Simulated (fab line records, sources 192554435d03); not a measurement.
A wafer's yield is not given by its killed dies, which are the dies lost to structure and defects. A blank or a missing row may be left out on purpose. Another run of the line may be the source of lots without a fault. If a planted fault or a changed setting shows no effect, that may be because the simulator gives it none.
Chamber matching :: flow n5 finfet :: N5_BEOL_M5_STRIP_19 on rie diel-01 has 4 sister chambers
The step strips in O2. 4 wafers are shown with their chamber, then 10 later ones without.

WAFERS PAIRED WITH THEIR CHAMBERS
wafer: L083.4
chamber: 0
drypump motor current A (A): 5.3

wafer: L086.4
chamber: 3
drypump motor current A (A): 5.2

wafer: L092.1
chamber: 2
drypump motor current A (A): 5.9

wafer: L092.2
chamber: 1
drypump motor current A (A): 5.5

WAFERS MISSING THEIR CHAMBER
wafer: L092.3
drypump motor current A (A): 5.2

wafer: L092.4
drypump motor current A (A): 5.2

wafer: L092.5
drypump motor current A (A): 5.5

wafer: L092.6
drypump motor current A (A): 5.8

wafer: L094.1
drypump motor current A (A): 5.5

wafer: L094.2
drypump motor current A (A): 5.3

wafer: L094.3
drypump motor current A (A): 5.8

wafer: L094.4
drypump motor current A (A): 5.9

wafer: L094.5
drypump motor current A (A): 5.5

wafer: L094.6
drypump motor current A (A): 5.3

EACH ONE'S CHAMBER
wafer: L092.3
from the rows above: 3
in truth: 3

wafer: L092.4
from the rows above: 3
in truth: 3

wafer: L092.5
from the rows above: 1
in truth: 1

wafer: L092.6
from the rows above: 2
in truth: 2

wafer: L094.1
from the rows above: 1
in truth: 1

wafer: L094.2
from the rows above: 0
in truth: 0

wafer: L094.3
from the rows above: 2
in truth: 2

wafer: L094.4
from the rows above: 2
in truth: 2

wafer: L094.5
from the rows above: 1
in truth: 1

wafer: L094.6
from the rows above: 0
in truth: 0
Correct placement for 10 of the 10. Left unplaced by these rows: 0. Placed wrongly: 0.
How it was worked out, from the rows above alone: a wafer's distance from a chamber is the root of the sum, over the readings, of the square of ((its reading less the chamber's mean) divided by the reading's scatter). The wafer belongs to the nearest chamber; if the next one is less than 2 further off, it can't be placed. The mean given for a chamber averages the wafers shown for that chamber. The scatter: with one shown wafer a chamber, the root of the mean of the squares of how far each hidden wafer lies from its nearest shown one.
